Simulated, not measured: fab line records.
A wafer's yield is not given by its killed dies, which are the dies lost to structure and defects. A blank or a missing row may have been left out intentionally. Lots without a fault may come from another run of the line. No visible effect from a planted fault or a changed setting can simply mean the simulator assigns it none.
Comparing a struck lot with a sound one + flow n5-finfet + 14 out of 1938 route steps
Sound: wafers L652.1, L652.4, L652.6. Wafers L643.2, L643.3 were the ones struck. The cause is named last.
At each step with rows: each side's tool, then ch and its chambers, then its first start. Under that, the readings that differ: sound wafers + struck wafers + difference of the means + sigmas: that difference in standard deviations of wafers without a fault.
alike: words and numbers the same on both sides, and readings whose means are apart by under 2 such deviations; not compared: readings that were withheld, readings missing a value for some wafer, numbers with overlapping values and no deviation given by the record, and bounds like >300 which may hide the same value.
Wherever a step has rows on one side only, a row that says differs or no value, or a row with sigmas, the two part there. When numbers do not overlap yet have no deviation, they are printed without sigmas and do not part them. Lack of a reading on every wafer of one side parts them only where that side has two or more wafers.

first, 1 step without rows for these wafers: N5_HKMG_FIN_CMP_94 (polishes, stops on SiNx, t overpolish 4.7 s, target thk 43.299 nm).
N5_HKMG_FIN_INSPECT_28: inspects for defects (darkfield).
  sound on defect-inspect-02, day 8 07:10; struck on defect-inspect-01, day 6 03:10
| reading          | sound    | struck | difference | sigmas |
|------------------|----------|--------|------------|--------|
| raw-defect-count | 27 27 24 | 107 51 | +53        | +3     |
N5_GATE_CUT_ETCHBACK_00: etches W in SF6/Cl2.
  sound on rie-metal-02 ch 0,1, day 8 07:12; struck on rie-metal-03 ch 1, day 6 03:14
| reading                | sound             | struck      | difference | sigmas |
|------------------------|-------------------|-------------|------------|--------|
| throttle-valve-pct (%) | 27.29 27.28 27.35 | 27.88 27.87 | +0.57      | +2     |
  alike: drypump-motor-current-A, oes-product-au
  not compared: rf-hours-counter-h
then, 1 step without rows for these wafers: N5_GATE_CUT_ETCH_56 (etches TiN in Cl2/Ar, target depth 21.6 nm).
N5_GATE_CUT_ETCHBACK_30: etches TiN in Cl2/Ar, target depth 3 nm.
  sound on rie-metal-02 ch 0,1, day 8 07:25; struck on rie-metal-03 ch 1, day 6 03:38
| reading                | sound             | struck      | difference | sigmas |
|------------------------|-------------------|-------------|------------|--------|
| throttle-valve-pct (%) | 20.68 20.69 20.68 | 21.25 21.23 | +0.56      | +2     |
  alike: drypump-motor-current-A, oes-product-au
  not compared: rf-hours-counter-h
then, 1 step without rows for these wafers: N5_GATE_CUT_VAPOR_ETCH_60 (etches HfO2 in BCl3/Cl2).
N5_GATE_CUT_ETCH_58: etches SiNx in CH3F/O2, target depth 17 nm, time 128.6 s.
  sound on rie-diel-01 ch 0,1,3, day 8 07:31; struck on rie-diel-02 ch 0,3, day 6 03:54
  alike: CH3F_flow_sccm, drypump-motor-current-A, oes-product-au, rf-vpp-V, showerhead-plenum-p-Torr, throttle-valve-pct
  not compared: rf-hours-counter-h
N5_GATE_CUT_STRIP_59: strips in N2/H2, time 20 s.
  sound on rie-diel-01 ch 0,1,3, day 8 07:38; struck on rie-diel-02 ch 0,3, day 6 04:00
  alike: drypump-motor-current-A, oes-product-au, rf-vpp-V, showerhead-plenum-p-Torr, temp-c, throttle-valve-pct
  not compared: rf-hours-counter-h
then, 2 steps without rows for these wafers: N5_GATE_CUT_PRECLEAN_31 (cleans in DIW, time 300 s); N5_GATE_CUT_SRD_32 (time 30 s).
N5_GATE_CUT_SAC_CAP_01: material SiNx, target thk 24 nm, pulse time 1 s, ald cycles 480.
  sound on ald-sin-03 ch 0,2,3, day 8 07:52; struck on ald-sin-01 ch 1,3, day 6 04:13
| reading            | sound        | struck  | difference | sigmas |
|--------------------|--------------|---------|------------|--------|
| heater-power-w (W) | 879 823 1007 | 726 703 | -188       | -2     |
  alike: precursor-pulse-height-rel
  not compared: since-wet-clean-h
N5_GATE_CUT_PECVD_57: deposits SiNx from SiH4/NH3/N2, target thk 21 nm.
  sound on pecvd-03 ch 0,1,2, day 8 10:04; struck on pecvd-04 ch 1,2, day 6 06:25
| reading                                     | sound        | struck  | difference | sigmas |
|---------------------------------------------|--------------|---------|------------|--------|
| model.SiNx_of_GATE_CUT_PECVD_57.thk-nm (nm) | 20.6 21.4 21 | 15 15.4 | -6         |        |
  alike: heater-power-w, showerhead-plenum-p-Torr, throttle-valve-pct
  not compared: since-wet-clean-h
N5_GATE_CUT_CMP_02: polishes, stops on SiO2, t overpolish 12.7 s, target thk 0 nm.
  sound on cmp-01 ch 2,3, day 8 10:09; struck on cmp-04 ch 0,1, day 6 06:31
| reading                | sound          | struck    | difference | sigmas |
|------------------------|----------------|-----------|------------|--------|
| time-to-endpoint-s (s) | 26.0 28.7 26.3 | 18.7 18.4 | -8.5       | -4     |
  alike: head-pressure-psi, motor-current-A
-- the record jumps here: 3 days lie between the struck wafers' starts before and after (it left off in module GATE_CUT and takes up again in module BEOL_M4, whose first step shown is number 1111 of the route) --
N5_BEOL_M4_RC_MEAS_101:
  sound on prober-02 ch 0, day 11 21:03; struck on prober-01 ch 0, day 9 17:32
| reading       | sound          | struck    | difference | sigmas |
|---------------|----------------|-----------|------------|--------|
| DIBL_P (mV/V) | 32.7 32.4 35.5 | 37.6 37.3 | +3.9       | +2     |
  alike: DIBL_N, IOFF_N, IOFF_P, ION_N, ION_P, SS_N, SS_P, VT_N, VT_P

WHERE THEY PART
Earliest at N5_HKMG_FIN_INSPECT_28; latest, in this record, at N5_BEOL_M4_RC_MEAS_101.

WHY: what had been put in by the simulator
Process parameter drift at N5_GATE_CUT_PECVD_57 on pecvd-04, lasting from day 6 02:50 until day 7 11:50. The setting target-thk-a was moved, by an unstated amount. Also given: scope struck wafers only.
